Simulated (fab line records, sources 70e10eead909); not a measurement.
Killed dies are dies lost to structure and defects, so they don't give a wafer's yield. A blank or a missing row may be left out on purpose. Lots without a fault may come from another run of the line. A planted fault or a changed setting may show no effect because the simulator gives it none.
Which tool did it? | flow nand_harc | 24 lots, 72 wafers sampled, at 3 steps of a route of 1159

WHAT THE GAUGES READ, wafer by wafer
NHARC_A_SGD_CUT_INSPECT_25.
lot  | measured     | on                | raw_defect_count
L074 | day 13 14:15 | defect_inspect-01 | 396 325 299
L077 | day 14 09:05 | defect_inspect-01 | 475 264 203
L075 | day 14 09:01 | defect_inspect-01 | 199 214 241
L078 | day 14 23:58 | defect_inspect-01 | 234 165 189
L076 | day 14 23:53 | defect_inspect-01 | 236 183 224
L081 | day 15 09:59 | defect_inspect-01 | 145 233 310
L079 | day 15 09:57 | defect_inspect-01 | 416 327 213
L080 | day 15 09:56 | defect_inspect-01 | 451 410 338
L082 | day 16 04:33 | defect_inspect-02 | 255 216 220
L083 | day 16 04:33 | defect_inspect-01 | 319 258 346
L084 | day 16 09:38 | defect_inspect-02 | 252 235 306
L085 | day 16 15:42 | defect_inspect-01 | 236 216 361
L086 | day 17 01:49 | defect_inspect-01 | 583 444 361
L087 | day 17 01:22 | defect_inspect-02 | 215 261 294
L090 | day 17 21:54 | defect_inspect-01 | 263 245 239
L088 | day 17 22:05 | defect_inspect-02 | 307 306 326
L091 | day 18 04:00 | defect_inspect-02 | 222 295 288
L089 | day 18 04:01 | defect_inspect-01 | 296 228 277
L093 | day 18 04:00 | defect_inspect-01 | 277 153 233
L092 | day 18 18:53 | defect_inspect-01 | 392 386 332
L097 | day 19 10:38 | defect_inspect-01 | 276 201 332
L094 | day 19 10:38 | defect_inspect-02 | 308 294 244
L096 | day 19 10:39 | defect_inspect-02 | 407 310 229
L095 | day 20 00:13 | defect_inspect-01 | 302 325 334

WHICH TOOL RAN EACH LOT (tool, then ch and the chambers of the sampled wafers, then the start)
lot  | NHARC_A_STAIRCASE_CMP_450     | NHARC_A_STAIRCASE_ETCHBACK_157
L074 | cmp-03 ch 2,3, day 13 05:04   | rie_diel-05 ch 0,1, day 13 06:00
L077 | cmp-01 ch 0,2,3, day 13 22:23 | rie_diel-12 ch 0,3, day 13 23:17
L075 | cmp-02 ch 1,2, day 13 22:40   | rie_diel-11 ch 0,1, day 13 23:34
L078 | cmp-03 ch 0,1,3, day 14 14:27 | rie_diel-12 ch 0,1, day 14 15:22
L076 | cmp-01 ch 2,3, day 14 14:45   | rie_diel-05 ch 1,2,3, day 14 15:41
L081 | cmp-01 ch 0,1,2, day 15 00:38 | rie_diel-11 ch 0,2,3, day 15 01:31
L079 | cmp-03 ch 2,3, day 15 00:41   | rie_diel-05 ch 0,2,3, day 15 01:40
L080 | cmp-01 ch 1,2,3, day 15 01:38 | rie_diel-05 ch 0,2, day 15 02:32
L082 | cmp-01 ch 1,3, day 15 19:25   | rie_diel-05 ch 1,2,3, day 15 20:23
L083 | cmp-01 ch 1,2,3, day 15 19:45 | rie_diel-12 ch 0,1,3, day 15 20:40
L084 | cmp-02 ch 1,3, day 16 00:25   | rie_diel-11 ch 0,1,3, day 16 01:17
L085 | cmp-03 ch 0,1,3, day 16 06:23 | rie_diel-05 ch 0,2, day 16 07:26
L086 | cmp-03 ch 0,2,3, day 16 16:12 | rie_diel-05 ch 1,2, day 16 17:04
L087 | cmp-01 ch 1,3, day 16 16:51   | rie_diel-05 ch 1,2, day 16 17:46
L090 | cmp-03 ch 1,2,3, day 17 12:57 | rie_diel-05 ch 0,2,3, day 17 13:52
L088 | cmp-01 ch 0,1,3, day 17 13:30 | rie_diel-05 ch 1,2,3, day 17 14:32
L091 | cmp-02 ch 0,1, day 17 18:07   | rie_diel-05 ch 0,2,3, day 17 19:03
L089 | cmp-02 ch 0,1,2, day 17 18:55 | rie_diel-12 ch 0,1, day 17 19:47
L093 | cmp-01 ch 0,1,2, day 17 19:11 | rie_diel-11 ch 1,2, day 17 20:05
L092 | cmp-02 ch 0,2,3, day 18 09:26 | rie_diel-11 ch 0,2,3, day 18 10:20
L097 | cmp-03 ch 2,3, day 19 01:22   | rie_diel-11 ch 1,2,3, day 19 02:16
L094 | cmp-01 ch 0,3, day 19 01:29   | rie_diel-11 ch 1,2, day 19 02:23
L096 | cmp-02 ch 1,3, day 19 01:40   | rie_diel-12 ch 1,2,3, day 19 02:34
L095 | cmp-01 ch 1,2,3, day 19 13:37 | rie_diel-05 ch 1,2,3, day 19 14:31
- NHARC_A_STAIRCASE_CMP_450: polishes SiO2, target thk 200 nm.
- NHARC_A_STAIRCASE_ETCHBACK_157: etches the open film in CH3F/O2, target depth 90 nm, time 167.14 s.

WHAT THE TOOLS THEMSELVES READ (means of the sampled wafers that have a number; where no wafer has one, the mark that the record gives instead)
NHARC_A_STAIRCASE_CMP_450.
lot  | tool   | motor_current_A (A)
L074 | cmp-03 | 10.1
L077 | cmp-01 | 12.4
L075 | cmp-02 | 11.9
L078 | cmp-03 | 10.6
L076 | cmp-01 | 11.5
L081 | cmp-01 | 12.2
L079 | cmp-03 | 10.7
L080 | cmp-01 | 11.4
L082 | cmp-01 | 10.7
L083 | cmp-01 | 11.4
L084 | cmp-02 | 12.5
L085 | cmp-03 | 10.4
L086 | cmp-03 | 10.4
L087 | cmp-01 | 10.7
L090 | cmp-03 | 10.9
L088 | cmp-01 | 11.7
L091 | cmp-02 | 11.0
L089 | cmp-02 | 11.3
L093 | cmp-01 | 12.3
L092 | cmp-02 | 12.0
L097 | cmp-03 | 10.5
L094 | cmp-01 | 12.5
L096 | cmp-02 | 12.0
L095 | cmp-01 | 11.5

NHARC_A_STAIRCASE_ETCHBACK_157.
lot  | tool        | drypump_motor_current_A (A) | oes_product_au (a.u.) | rf_vpp_V (V) | showerhead_plenum_p_Torr (Torr) | throttle_valve_pct (%)
L074 | rie_diel-05 | 5.1                         | 0.97                  | 244.0        | 2.43                            | 20.665
L077 | rie_diel-12 | 5.9                         | 0.93                  | 245.6        | 2.55                            | 20.657
L075 | rie_diel-11 | 5.8                         | 1.00                  | 244.5        | 2.43                            | 20.667
L078 | rie_diel-12 | 6.0                         | 0.95                  | 246.3        | 2.58                            | 20.656
L076 | rie_diel-05 | 6.1                         | 0.93                  | 242.5        | 2.35                            | 20.667
L081 | rie_diel-11 | 6.2                         | 0.92                  | 243.6        | 2.42                            | 20.660
L079 | rie_diel-05 | 5.8                         | 0.92                  | 241.9        | 2.35                            | 20.663
L080 | rie_diel-05 | 5.6                         | 0.92                  | 243.0        | 2.37                            | 20.670
L082 | rie_diel-05 | 6.1                         | 0.99                  | 244.7        | 2.47                            | 20.663
L083 | rie_diel-12 | 5.9                         | 0.94                  | 246.2        | 2.57                            | 20.657
L084 | rie_diel-11 | 6.1                         | 0.93                  | 242.8        | 2.41                            | 20.658
L085 | rie_diel-05 | 5.7                         | 0.99                  | 243.3        | 2.36                            | 20.660
L086 | rie_diel-05 | 6.0                         | 0.97                  | 244.0        | 2.36                            | 20.664
L087 | rie_diel-05 | 5.8                         | 0.96                  | 243.1        | 2.38                            | 20.662
L090 | rie_diel-05 | 5.8                         | 0.93                  | 244.9        | 2.47                            | 20.670
L088 | rie_diel-05 | 6.1                         | 1.00                  | 244.5        | 2.46                            | 20.659
L091 | rie_diel-05 | 5.8                         | 0.92                  | 244.0        | 2.47                            | 20.661
L089 | rie_diel-12 | 6.1                         | 0.99                  | 245.9        | 2.57                            | 20.651
L093 | rie_diel-11 | 6.0                         | 1.01                  | 246.5        | 2.62                            | 20.669
L092 | rie_diel-11 | 6.2                         | 1.00                  | 242.9        | 2.42                            | 20.669
L097 | rie_diel-11 | 6.1                         | 0.94                  | 244.6        | 2.50                            | 20.670
L094 | rie_diel-11 | 5.8                         | 1.01                  | 246.4        | 2.61                            | 20.668
L096 | rie_diel-12 | 5.6                         | 1.00                  | 244.7        | 2.49                            | 20.661
L095 | rie_diel-05 | 6.1                         | 0.98                  | 244.6        | 2.45                            | 20.667

THE ANSWER, worked out from the rows above alone
Rule: what is usual is taken from the lots themselves. Put in order of their means at a reading, lots are off if they are a third of the lots or fewer, leave a main group of 4 or more, and stand apart from it by a gap of 3 or more times the standard deviation of the main group's means; of several such gaps the widest counts. A main group whose means are all the same, to the digits that the tables above print for the reading, isn't used. A lot without any number at a reading at which 4 lots or more have one is off too. The other lots that the step has rows for count as sound. The gauges are gone through in route order, then the tools' own readings, and for those a lot's mean is taken as printed above. The first step at which some lot is off is used, and at that step the reading that is off furthest; a lot without a number counts as furthest.
No lot is off at any reading shown: from this, nothing can be told.

WHAT THE SIMULATOR HAD PUT IN
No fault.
